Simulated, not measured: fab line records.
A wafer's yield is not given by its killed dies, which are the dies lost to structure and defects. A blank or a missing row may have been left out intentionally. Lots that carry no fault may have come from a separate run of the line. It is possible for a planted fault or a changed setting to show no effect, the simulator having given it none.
Which tool did it? -- flow nand-harc -- Sampling: 24 lots, 72 wafers, 5 of 1302 route steps

== WHAT THE GAUGES READ, wafer by wafer ==
NHARC_P_M1_THK_MEAS_24: measures by xrf. Usual: thk-nm 157.9 nm, standard deviation 1.5.
lot,measured,on,thk-nm (nm),flag
L074,day 6 05:33,film-metro-01,157.7 157.9 156.2,
L075,day 6 19:55,film-metro-02,157.2 156.3 157.8,
L076,day 7 03:31,film-metro-02,156.6 158.9 156.6,
L077,day 7 09:58,film-metro-01,158.9 160.0 159.5,
L078,day 7 23:46,film-metro-01,158.4 158.6 157.0,
L080,day 8 18:23,film-metro-01,159.1 159.4 159.4,
L079,day 8 19:19,film-metro-01,156.8 156.7 158.5,
L081,day 9 09:31,film-metro-01,158.0 159.6 159.4,
L082,day 10 08:07,film-metro-02,159.5 158.8 157.6,
L083,day 10 18:27,film-metro-02,157.3 156.6 159.1,
L084,day 10 21:57,film-metro-02,159.1 158.7 157.7,
L085,day 11 03:25,film-metro-02,158.1 156.4 158.9,
L086,day 11 06:44,film-metro-01,157.3 157.3 154.8,
L087,day 11 14:44,film-metro-01,157.6 156.2 159.2,
L088,day 12 14:26,film-metro-02,160.3 156.8 159.2,
L089,day 13 00:32,film-metro-01,157.1 156.4 157.4,
L090,day 13 06:11,film-metro-01,158.9 155.5 158.0,
L091,day 13 10:11,film-metro-02,157.8 158.4 156.3,
L092,day 13 16:01,film-metro-02,155.7 156.7 157.3,
L093,day 14 05:16,film-metro-02,156.8 155.2 155.9,
L094,day 14 12:50,film-metro-01,159.1 159.9 156.2,
L095,day 14 23:51,film-metro-01,160.3 158.0 159.1,
L096,day 15 18:51,film-metro-02,157.0 157.9 156.3,
L097,day 16 00:32,film-metro-01,157.2 158.8 155.1,

NHARC_P_M1_INSPECT_27. Usual: raw-defect-count 290, standard deviation 93.
lot,measured,on,raw-defect-count,flag
L074,day 6 05:43,defect-inspect-01,159 200 314,
L075,day 6 20:05,defect-inspect-01,278 318 251,
L076,day 7 03:41,defect-inspect-02,180 242 474,
L077,day 7 10:07,defect-inspect-02,296 275 243,
L078,day 7 23:57,defect-inspect-01,561 276 312,
L080,day 8 18:34,defect-inspect-01,374 281 403,
L079,day 8 19:29,defect-inspect-02,551 212 402,
L081,day 9 09:40,defect-inspect-01,207 286 272,
L082,day 10 08:16,defect-inspect-01,215 245 279,
L083,day 10 18:37,defect-inspect-02,324 228 370,
L084,day 10 22:06,defect-inspect-02,174 214 229,
L085,day 11 03:34,defect-inspect-02,202 205 237,
L086,day 11 06:53,defect-inspect-01,209 266 242,
L087,day 11 14:53,defect-inspect-01,315 342 266,
L088,day 12 14:35,defect-inspect-01,245 231 238,
L089,day 13 00:42,defect-inspect-02,195 234 200,
L090,day 13 06:21,defect-inspect-02,245 299 258,
L091,day 13 10:21,defect-inspect-02,410 417 611,
L092,day 13 16:11,defect-inspect-02,302 149 195,
L093,day 14 05:26,defect-inspect-01,189 335 245,
L094,day 14 12:59,defect-inspect-02,294 404 329,
L095,day 15 00:01,defect-inspect-02,255 299 176,
L096,day 15 19:01,defect-inspect-02,198 295 242,
L097,day 16 00:41,defect-inspect-02,293 209 186,

== WHAT TOOL EACH LOT RAN ON (gives the tool, then ch and the chambers of the sampled wafers, and finally the start) ==
lot,NHARC_P_GATE_STRIP_76,NHARC_P_M0_CMP_23,NHARC_P_M0_DEP_32
L074,"plasma-asher-01 ch 0,1, day 5 12:58","cmp-04 ch 0,3, day 6 01:02","pecvd-04 ch 1,2, day 6 01:43"
L075,"plasma-asher-01 ch 0,1, day 6 02:52","cmp-03 ch 0,1,2, day 6 14:59","pecvd-04 ch 0,2, day 6 16:01"
L076,"plasma-asher-02 ch 0,1, day 6 10:47","cmp-04 ch 0,2, day 6 23:11","pecvd-02 ch 0,2, day 6 23:47"
L077,"plasma-asher-02 ch 0,1, day 6 17:37","cmp-02 ch 0,2, day 7 05:35","pecvd-04 ch 1,2, day 7 06:11"
L078,"plasma-asher-01 ch 0,1, day 7 06:45","cmp-02 ch 1,2,3, day 7 19:19","pecvd-02 ch 0,1, day 7 19:55"
L080,"plasma-asher-02 ch 0,1, day 8 02:02","cmp-03 ch 0,1,3, day 8 13:55","pecvd-03 ch 0,2, day 8 14:35"
L079,"plasma-asher-02 ch 0,1, day 8 02:28","cmp-04 ch 0,3, day 8 14:49","pecvd-02 ch 0,1,2, day 8 15:27"
L081,"plasma-asher-02 ch 0,1, day 8 17:05","cmp-03 ch 0,1,2, day 9 05:05","pecvd-04 ch 0,1,2, day 9 05:43"
L082,"plasma-asher-02 ch 0,1, day 9 15:49","cmp-04 ch 0,1,2, day 10 03:40","pecvd-04 ch 0,1, day 10 04:17"
L083,"plasma-asher-02 ch 0,1, day 10 02:02","cmp-03 ch 0,2,3, day 10 13:52","pecvd-04 ch 0,1,2, day 10 14:29"
L084,"plasma-asher-02 ch 0, day 10 04:50","cmp-03 ch 0,1,2, day 10 17:28","pecvd-04 ch 0,1,2, day 10 18:05"
L085,"plasma-asher-02 ch 0,1, day 10 11:12","cmp-02 ch 0,1,2, day 10 23:04","pecvd-03 ch 0,2, day 10 23:44"
L086,"plasma-asher-02 ch 0,1, day 10 13:57","cmp-03 ch 1,2, day 11 02:17","pecvd-02 ch 0,1, day 11 02:54"
L087,"plasma-asher-02 ch 0,1, day 10 22:06","cmp-03 ch 1,3, day 11 10:15","pecvd-03 ch 1,2, day 11 10:58"
L088,"plasma-asher-01 ch 0,1, day 11 22:05","cmp-02 ch 1,2,3, day 12 10:00","pecvd-03 ch 0,1,2, day 12 10:35"
L089,"plasma-asher-01 ch 1, day 12 04:23","cmp-03 ch 1,3, day 12 20:09","pecvd-04 ch 0,1, day 12 20:49"
L090,"plasma-asher-01 ch 0,1, day 12 13:41","cmp-02 ch 0,2,3, day 13 01:44","pecvd-04 ch 0,1,2, day 13 02:22"
L091,"plasma-asher-02 ch 0,1, day 12 17:41","cmp-03 ch 0,1,2, day 13 05:54","pecvd-03 ch 0,1, day 13 06:31"
L092,"plasma-asher-02 ch 0,1, day 12 23:37","cmp-04 ch 0,1, day 13 11:41","pecvd-04 ch 0,1, day 13 12:19"
L093,"plasma-asher-01 ch 0,1, day 13 12:51","cmp-04 ch 1,2,3, day 14 00:47","pecvd-04 ch 0,1,2, day 14 01:25"
L094,"plasma-asher-01 ch 0,1, day 13 20:17","cmp-02 ch 1,3, day 14 08:19","pecvd-04 ch 0,1,2, day 14 08:59"
L095,"plasma-asher-01 ch 0,1, day 14 07:31","cmp-03 ch 1,3, day 14 19:23","pecvd-04 ch 0,2, day 14 20:05"
L096,"plasma-asher-02 ch 0,1, day 15 02:41","cmp-02 ch 0,2, day 15 14:31","pecvd-03 ch 0,2, day 15 15:07"
L097,"plasma-asher-02 ch 0,1, day 15 08:16","cmp-03 ch 0,1, day 15 20:11","pecvd-04 ch 0,1,2, day 15 20:49"
- NHARC_P_GATE_STRIP_76: strips in O2.
- NHARC_P_M0_CMP_23: polishes, t overpolish 20 s, target thk 117.54 nm.
- NHARC_P_M0_DEP_32: deposits SiCN, target thk 30 nm.

== WHAT THE TOOLS THEMSELVES READ (means of the sampled wafers that have a number; where no wafer has one, the mark that the record gives instead) ==
NHARC_P_GATE_STRIP_76. Usual: drypump-motor-current-A 6.1 A, standard deviation 0.4; heater-power-w 338 W, standard deviation 24.
lot,tool,drypump-motor-current-A (A),heater-power-w (W),flag
L074,plasma-asher-01,5.7,334,
L075,plasma-asher-01,5.7,332,
L076,plasma-asher-02,6.1,332,
L077,plasma-asher-02,6.4,348,
L078,plasma-asher-01,5.7,352,
L080,plasma-asher-02,6.4,345,
L079,plasma-asher-02,6.1,336,
L081,plasma-asher-02,6.4,346,
L082,plasma-asher-02,6.4,344,
L083,plasma-asher-02,6.1,333,
L084,plasma-asher-02,6.6,363,
L085,plasma-asher-02,6.1,334,
L086,plasma-asher-02,6.4,342,
L087,plasma-asher-02,6.4,347,
L088,plasma-asher-01,5.7,342,
L089,plasma-asher-01,5.7,358,
L090,plasma-asher-01,5.7,326,
L091,plasma-asher-02,6.2,327,
L092,plasma-asher-02,6.4,346,
L093,plasma-asher-01,5.7,328,
L094,plasma-asher-01,5.7,343,
L095,plasma-asher-01,5.7,328,
L096,plasma-asher-02,6.2,326,
L097,plasma-asher-02,6.2,327,

NHARC_P_M0_CMP_23. Usual: motor-current-A 12.1 A, standard deviation 0.99; time-to-endpoint-s 28.6 s, standard deviation 2.7.
lot,tool,motor-current-A (A),time-to-endpoint-s (s),flag
L074,cmp-04,12.7,29.6,
L075,cmp-03,11.9,31.4,
L076,cmp-04,12.8,28.5,
L077,cmp-02,11.0,32.1,
L078,cmp-02,12.2,33.2,
L080,cmp-03,12.5,29.9,
L079,cmp-04,12.0,24.3,
L081,cmp-03,11.7,28.4,
L082,cmp-04,13.1,26.0,
L083,cmp-03,11.7,29.4,
L084,cmp-03,11.6,28.7,
L085,cmp-02,11.5,26.5,
L086,cmp-03,11.1,29.6,
L087,cmp-03,12.7,28.9,
L088,cmp-02,12.3,29.6,
L089,cmp-03,13.0,24.9,
L090,cmp-02,11.0,30.0,
L091,cmp-03,12.1,28.1,
L092,cmp-04,12.8,30.7,
L093,cmp-04,11.9,25.4,
L094,cmp-02,12.7,26.9,
L095,cmp-03,12.8,29.6,
L096,cmp-02,11.0,29.8,
L097,cmp-03,12.8,27.2,

NHARC_P_M0_DEP_32. Usual: heater-power-w 616 W, standard deviation 66; susceptor-temp-C 369.98 C, standard deviation 0.21.
lot,tool,heater-power-w (W),susceptor-temp-C (C),flag
L074,pecvd-04,590,369.90,
L075,pecvd-04,655,370.06,
L076,pecvd-02,534,370.17,
L077,pecvd-04,575,370.04,
L078,pecvd-02,622,370.15,
L080,pecvd-03,656,369.96,
L079,pecvd-02,604,369.75,
L081,pecvd-04,623,370.00,
L082,pecvd-04,581,370.01,
L083,pecvd-04,628,370.08,
L084,pecvd-04,616,370.02,
L085,pecvd-03,604,369.84,
L086,pecvd-02,700,370.19,
L087,pecvd-03,551,369.76,
L088,pecvd-03,614,369.98,
L089,pecvd-04,571,369.85,
L090,pecvd-04,566,370.15,
L091,pecvd-03,642,369.96,
L092,pecvd-04,613,369.90,
L093,pecvd-04,593,369.76,
L094,pecvd-04,624,369.99,
L095,pecvd-04,674,370.15,
L096,pecvd-03,636,370.12,
L097,pecvd-04,632,370.01,

== THE ANSWER, worked out from the rows above alone ==
Rule: a lot is off if the mean of its wafers that have a number lies more than 3 standard deviations from the usual mean. A lot without any number at a reading at which 4 lots or more have one is off too. The other lots that the step has rows for count as sound. First the gauges in route order, then the tools' own readings, where a lot's mean is used as printed above. At the first step where some lot is off, the reading lying furthest off is the one used; lots without a number count as furthest.
Across all readings shown, no lot is off: no conclusion can be drawn from this.

== WHAT WAS PUT IN BY THE SIMULATOR ==
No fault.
